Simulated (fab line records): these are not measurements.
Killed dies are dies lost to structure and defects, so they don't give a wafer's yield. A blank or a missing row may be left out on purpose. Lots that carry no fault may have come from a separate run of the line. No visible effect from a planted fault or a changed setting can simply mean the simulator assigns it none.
Split-lot trial || flow n5Finfet || 7 lots, 21 wafers read, on a route of 1938 steps

## ON THE SPLIT
At N5_BEOL_M13_TRENCH_ETCH_34 (etches SiOC in C4F8/O2/Ar, target depth 413.47 nm, time 162.6 s), the setting timeS was moved away from the recipe's 162.6 s on 7 of the 21 wafers read, by -21.1% to -5.8%. The other wafers ran this setting at the recipe's value.

## FROM THE SPLIT TO THE READING: what the file shows between them, 11 steps
- N5_BEOL_M13_STRIP_70: strips in C4F8/O2/Ar
- N5_BEOL_M13_OCD_MEAS_35
- N5_BEOL_M13_SPUTTER_43: material TaN, target thk 15 nm, time 24.19 s (also split here: timeS)
- N5_BEOL_M13_SPUTTER_44: material Ta, target thk 10 nm, time 16.13 s
- N5_BEOL_M13_SPUTTER_45: material Cu, target thk 80 nm, time 13.33 s
- N5_BEOL_M13_ECD_47: material Cu, target thk 936 nm
- N5_BEOL_M13_ANNEAL_48: time 90 s
- N5_BEOL_M13_CMP_49: polishes, stops on SiOC, t overpolish 17.1 s, target thk 420 nm
- N5_BEOL_M13_THK_MEAS_50: measures by xrf
- N5_BEOL_M13_PRE_CLEAN_52: time 15 s
- N5_BEOL_M13_DEP_53: deposits SiCN from 3MS/NH3, target thk 50 nm, time 17.8 s

## THE READING
M13_RS in ohm/sq, measured at N5_BEOL_M13_RS_MEAS_54 by four-point-probe. Fault-free wafers of this fab line usually give 0.0448 ohm/sq, standard deviation 0.00052 ohm/sq.

{"wafer": "L075.3", "tool, chamber at the split": "rieDiel-01, 3", "timeS as run, s": 162.6, "against the recipe": "recipe", "M13_RS, ohm/sq": 0.0443, "against lot-mates on the recipe": "-"}
{"wafer": "L075.4", "tool, chamber at the split": "rieDiel-01, 2", "timeS as run, s": 162.6, "against the recipe": "recipe", "M13_RS, ohm/sq": 0.0448, "against lot-mates on the recipe": "-"}
{"wafer": "L075.6", "tool, chamber at the split": "rieDiel-01, 0", "timeS as run, s": 128.3, "against the recipe": "-21.1%", "M13_RS, ohm/sq": 0.0572, "against lot-mates on the recipe": "+0.0127"}
{"wafer": "L076.3", "tool, chamber at the split": "rieDiel-01, 1", "timeS as run, s": 162.6, "against the recipe": "recipe", "M13_RS, ohm/sq": 0.0456, "against lot-mates on the recipe": "-"}
{"wafer": "L076.5", "tool, chamber at the split": "rieDiel-01, 1", "timeS as run, s": 162.6, "against the recipe": "recipe", "M13_RS, ohm/sq": 0.0456, "against lot-mates on the recipe": "-"}
{"wafer": "L076.6", "tool, chamber at the split": "rieDiel-01, 0", "timeS as run, s": 162.6, "against the recipe": "recipe", "M13_RS, ohm/sq": 0.0450, "against lot-mates on the recipe": "-"}
{"wafer": "L080.1", "tool, chamber at the split": "rieDiel-02, 3", "timeS as run, s": 130.1, "against the recipe": "-20.0%", "M13_RS, ohm/sq": 0.0568, "against lot-mates on the recipe": "+0.0124"}
{"wafer": "L080.2", "tool, chamber at the split": "rieDiel-02, 0", "timeS as run, s": 130.1, "against the recipe": "-20.0%", "M13_RS, ohm/sq": 0.0564, "against lot-mates on the recipe": "+0.0120"}
{"wafer": "L080.3", "tool, chamber at the split": "rieDiel-02, 2", "timeS as run, s": 162.6, "against the recipe": "recipe", "M13_RS, ohm/sq": 0.0444, "against lot-mates on the recipe": "-"}
{"wafer": "L081.1", "tool, chamber at the split": "rieDiel-02, 1", "timeS as run, s": 162.6, "against the recipe": "recipe", "M13_RS, ohm/sq": 0.0438, "against lot-mates on the recipe": "-"}
{"wafer": "L081.2", "tool, chamber at the split": "rieDiel-02, 2", "timeS as run, s": 162.6, "against the recipe": "recipe", "M13_RS, ohm/sq": 0.0435, "against lot-mates on the recipe": "-"}
{"wafer": "L081.4", "tool, chamber at the split": "rieDiel-02, 3", "timeS as run, s": 162.6, "against the recipe": "recipe", "M13_RS, ohm/sq": 0.0447, "against lot-mates on the recipe": "-"}
{"wafer": "L083.2", "tool, chamber at the split": "rieDiel-01, 0", "timeS as run, s": 162.6, "against the recipe": "recipe", "M13_RS, ohm/sq": 0.0448, "against lot-mates on the recipe": "-"}
{"wafer": "L083.5", "tool, chamber at the split": "rieDiel-01, 0", "timeS as run, s": 153.2, "against the recipe": "-5.8%", "M13_RS, ohm/sq": 0.0480, "against lot-mates on the recipe": "+0.0032"}
{"wafer": "L083.6", "tool, chamber at the split": "rieDiel-01, 3", "timeS as run, s": 153.2, "against the recipe": "-5.8%", "M13_RS, ohm/sq": 0.0472, "against lot-mates on the recipe": "+0.0024"}
{"wafer": "L085.4", "tool, chamber at the split": "rieDiel-06, 1", "timeS as run, s": 162.6, "against the recipe": "recipe", "M13_RS, ohm/sq": 0.0450, "against lot-mates on the recipe": "-"}
{"wafer": "L085.5", "tool, chamber at the split": "rieDiel-06, 3", "timeS as run, s": 162.6, "against the recipe": "recipe", "M13_RS, ohm/sq": 0.0451, "against lot-mates on the recipe": "-"}
{"wafer": "L085.6", "tool, chamber at the split": "rieDiel-06, 0", "timeS as run, s": 162.6, "against the recipe": "recipe", "M13_RS, ohm/sq": 0.0449, "against lot-mates on the recipe": "-"}
{"wafer": "L092.2", "tool, chamber at the split": "rieDiel-02, 1", "timeS as run, s": 138.4, "against the recipe": "-14.9%", "M13_RS, ohm/sq": 0.0528, "against lot-mates on the recipe": "+0.0085"}
{"wafer": "L092.5", "tool, chamber at the split": "rieDiel-02, 1", "timeS as run, s": 138.4, "against the recipe": "-14.9%", "M13_RS, ohm/sq": 0.0523, "against lot-mates on the recipe": "+0.0080"}
{"wafer": "L092.6", "tool, chamber at the split": "rieDiel-02, 2", "timeS as run, s": 162.6, "against the recipe": "recipe", "M13_RS, ohm/sq": 0.0443, "against lot-mates on the recipe": "-"}

THE FIT
A straight line over all 21 wafers: M13_RS changes by -0.000578 ohm/sq for each +1% of timeS; r = -0.99; the points scatter about the line by 0.00061 ohm/sq.
The same after taking each lot's own level away (the mean of its wafers on the recipe; 21 wafers): -0.000593 ohm/sq for each +1%; r = -1.00; scatter 0.00042 ohm/sq.
According to that fit, moving timeS by its largest amount changes the reading by 0.013 ohm/sq.
From 0.04400 to 0.04540 ohm/sq: that is the span of the lots' own levels, equal to 2.7 times the standard deviation above.
Consequently the slope shifts little with the lot-to-lot level, the two slopes agreeing.
Check: +0.0124 ohm/sq against its lot-mates is what the line predicts for one of the wafers moved furthest among these (-21.1%) when that wafer is left out of the fit. It came out at +0.0127 ohm/sq against them.

## ADDITIONAL SPLITS CARRIED BY THESE WAFERS
These wafers also went through other splits before the reading. Each is held against what the fit with the lots' levels taken away leaves over:
{"other split on the same wafers": "N5_BEOL_M11_ETCH_62 timeS", "wafers away from the commonest value": 4, "r with M13_RS (lot level and that fit taken away)": "+0.01"}
{"other split on the same wafers": "N5_BEOL_M13_SPUTTER_43 timeS", "wafers away from the commonest value": 5, "r with M13_RS (lot level and that fit taken away)": "+0.16"}

## THE WHOLE CHAIN: every reading that the file lists as answering this split, in the file's order
{"step": "N5_BEOL_M13_TRENCH_ETCH_34", "what it does": "etches SiOC in C4F8/O2/Ar, target depth 413.47 nm, time 162.6 s", "reading": "etch.depthNm (the simulator's own value, which no gauge read)", "change (the file's fit)": "+4.42 nm for each +1% of the setting", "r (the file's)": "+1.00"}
{"step": "N5_BEOL_M13_OCD_MEAS_35", "what it does": "", "reading": "trenchDepthNm", "change (the file's fit)": "+4.43 nm for each +1% of the setting", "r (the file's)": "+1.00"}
{"step": "N5_BEOL_M13_CMP_49", "what it does": "polishes, stops on SiOC, t overpolish 17.1 s, target thk 420 nm", "reading": "Cu_of_BEOL_M13_ECD_47.thkNm (the simulator's own value, which no gauge read)", "change (the file's fit)": "+4.36 nm for each +1% of the setting", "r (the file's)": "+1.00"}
{"step": "N5_BEOL_M13_THK_MEAS_50", "what it does": "measures by xrf", "reading": "M13_THK", "change (the file's fit)": "+4.4 for each +1% of the setting", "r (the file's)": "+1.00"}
{"step": "N5_BEOL_M13_RS_MEAS_54", "what it does": "measures by four-point-probe", "reading": "M13_RS", "change (the file's fit)": "-0.000591 for each +1% of the setting", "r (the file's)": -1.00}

## THE FILE'S OWN FIT
M13_RS changes by -0.000591 ohm/sq for each +1% of timeS, r = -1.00.
